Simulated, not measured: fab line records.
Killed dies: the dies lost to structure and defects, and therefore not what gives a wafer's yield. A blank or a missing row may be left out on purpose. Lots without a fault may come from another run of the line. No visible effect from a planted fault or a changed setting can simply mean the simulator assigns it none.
Chamber matching	flow n5Finfet	N5_MOL_CONTACT_COAG_ALD_20 on aldMetal-03: 4 sister chambers
The step deposits TiN, target thk 1.5 nm, pulse time 1 s, purge time 3 s. 4 wafers are shown with their chamber, then 12 later ones without.

WAFERS PAIRED WITH THEIR CHAMBERS
wafer	chamber	heaterPowerW (W)
L088.5	0	912
L091.3	1	992
L091.5	2	762
L091.6	3	941

WAFERS WHOSE CHAMBER IS MISSING
wafer	heaterPowerW (W)
L092.2	959
L092.3	954
L092.6	933
L093.2	769
L093.3	953
L093.5	935
L094.1	960
L094.5	981
L094.6	759
L097.2	893
L097.3	744
L097.5	868

WHICH CHAMBER EACH ONE RAN IN
wafer	from the rows above	in truth
L092.2	can't be placed: 3 or 1 or 0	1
L092.3	can't be placed: 3 or 1 or 0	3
L092.6	can't be placed: 3 or 0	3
L093.2	2	2
L093.3	can't be placed: 3 or 1 or 0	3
L093.5	can't be placed: 3 or 0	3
L094.1	can't be placed: 3 or 1 or 0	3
L094.5	can't be placed: 1 or 3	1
L094.6	2	2
L097.2	can't be placed: 0 or 3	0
L097.3	2	2
L097.5	can't be placed: 0 or 3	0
Correctly placed: 3 of 12. These rows do not allow placing 9 (true chamber among the candidates in 9). 0 placed wrongly.
How it was worked out, from the rows above alone: a wafer's distance from a chamber is the root of the sum, over the readings, of the square of ((its reading less the chamber's mean) divided by the reading's scatter). The wafer belongs to the nearest chamber; if the next one is less than 2 further off, it can't be placed. Each chamber's mean is taken over the wafers shown for it. The scatter: root of mean squared gap, hidden wafer to nearest shown wafer, with one shown wafer a chamber.
